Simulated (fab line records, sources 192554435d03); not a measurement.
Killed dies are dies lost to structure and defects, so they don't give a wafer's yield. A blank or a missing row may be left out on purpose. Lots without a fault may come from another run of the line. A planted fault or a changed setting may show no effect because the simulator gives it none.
Split-lot experiment | flow n5_finfet | 7 lots, 21 wafers read, on a route of 1938 steps

THE SPLIT
At N5_BEOL_M7_HM_DEP_02 (deposits TiN, target thk 20 nm), the setting target_thk_a was moved away from the recipe's 200 angstrom on 7 of the 21 wafers read, by -13.0% to +8.5%. The other wafers ran this setting at the recipe's value.

FROM THE SPLIT TO THE READING: what the file shows between them, 4 steps
- N5_BEOL_M7_COAT_59: time 60 s, resist thk 100 nm
- N5_BEOL_M7_COAT_60: time 60 s, resist thk 35 nm
- N5_BEOL_M7_STRIP_68: strips in N2/H2
- N5_BEOL_M7_STRIP_67: strips in CF4

THE READING
etch.depth_nm (the simulator's own value, which no gauge read), in nm, at N5_BEOL_M7_HM_OPEN_17 (chemistry Cl2/BCl3, target TiN, target depth 20 nm, overetch 6 nm). The file gives no usual value for it. The 14 wafers here that ran the recipe average 20.16 nm, standard deviation 0.23 nm.

wafer  | tool, chamber at the split | target_thk_a as run, angstrom | against the recipe | etch.depth_nm, nm | against lot-mates on the recipe
L076.4 | pvd_sputter-03, -          | 200                           | recipe             | 20.54             | -
L076.5 | pvd_sputter-03, -          | 217.1                         | +8.5%              | 22.04             | +1.58
L076.6 | pvd_sputter-03, -          | 200                           | recipe             | 20.38             | -
L075.2 | pvd_sputter-03, -          | 200                           | recipe             | 19.72             | -
L075.5 | pvd_sputter-03, -          | 200                           | recipe             | 20.03             | -
L075.6 | pvd_sputter-03, -          | 200                           | recipe             | 20.11             | -
L081.2 | pvd_sputter-01, -          | 175.3                         | -12.3%             | 17.61             | -2.61
L081.3 | pvd_sputter-01, -          | 175.3                         | -12.3%             | 17.85             | -2.37
L081.4 | pvd_sputter-01, -          | 200                           | recipe             | 20.22             | -
L083.4 | pvd_sputter-01, -          | 200                           | recipe             | 20.13             | -
L083.5 | pvd_sputter-01, -          | 200                           | recipe             | 20.36             | -
L083.6 | pvd_sputter-01, -          | 200                           | recipe             | 20.3              | -
L082.1 | pvd_sputter-02, -          | 208.8                         | +4.4%              | 20.87             | +1.02
L082.3 | pvd_sputter-02, -          | 200                           | recipe             | 19.85             | -
L082.5 | pvd_sputter-02, -          | 208.8                         | +4.4%              | 21.14             | +1.29
L097.2 | pvd_sputter-01, -          | 200                           | recipe             | 20.47             | -
L097.3 | pvd_sputter-01, -          | 200                           | recipe             | 20.15             | -
L097.5 | pvd_sputter-01, -          | 200                           | recipe             | 20.05             | -
L096.2 | pvd_sputter-01, -          | 200                           | recipe             | 19.88             | -
L096.3 | pvd_sputter-01, -          | 174                           | -13.0%             | 17.34             | -2.54
L096.4 | pvd_sputter-01, -          | 174                           | -13.0%             | 17.4              | -2.48

THE FIT
A straight line over all 21 wafers: etch.depth_nm changes by +0.207 nm for each +1% of target_thk_a; r = +0.99; the points scatter about the line by 0.22 nm.
The same after taking each lot's own level away (the mean of its wafers on the recipe; 21 wafers): +0.201 nm for each +1%; r = +0.99; scatter 0.16 nm.
On that fit, the largest move of target_thk_a shifts the reading by 2.6 nm.
The lots' own levels span 19.850 to 20.460 nm, that is 2.6 times the standard deviation above.
So the lot-to-lot level changes the slope little: the two slopes agree.
Check: with one of the wafers moved furthest among these (-13.0%) left out of the fit, the line predicts -2.59 nm for it against its lot-mates. It came out at -2.54 nm against them.

OTHER SPLITS ON THESE WAFERS
These wafers also went through other splits before the reading. Each is held against what the fit with the lots' levels taken away leaves over:
other split on the same wafers | wafers away from the commonest value | r with etch.depth_nm (lot level and that fit taken away)
N5_BEOL_M4_COAT_73 spin_rpm    | 5                                    | -0.11
N5_BEOL_M4_DESCUM_16 time_s    | 6                                    | -0.44
N5_BEOL_M4_COAT_67 spin_rpm    | 7                                    | -0.28
N5_BEOL_M5_ETCH_72 source_w    | 6                                    | +0.34
N5_BEOL_M5_COAT_66 spin_rpm    | 9                                    | -0.22
N5_BEOL_M7_PECVD_70 temp_c     | 6                                    | -0.11

THE WHOLE CHAIN: every reading that the file lists as answering this split, in the file's order
step                  | what it does                                                      | reading                                                                          | change (the file's fit)               | r (the file's)
N5_BEOL_M7_HM_DEP_02  | deposits TiN, target thk 20 nm                                    | TiN_of_BEOL_M7_HM_DEP_02.thk_nm (the simulator's own value, which no gauge read) | +0.194 nm for each +1% of the setting | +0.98
N5_BEOL_M7_HM_OPEN_17 | chemistry Cl2/BCl3, target TiN, target depth 20 nm, overetch 6 nm | etch.depth_nm (the simulator's own value, which no gauge read)                   | +0.198 nm for each +1% of the setting | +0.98

THE FILE'S OWN FIT
etch.depth_nm changes by +0.198 nm for each +1% of target_thk_a, r = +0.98.
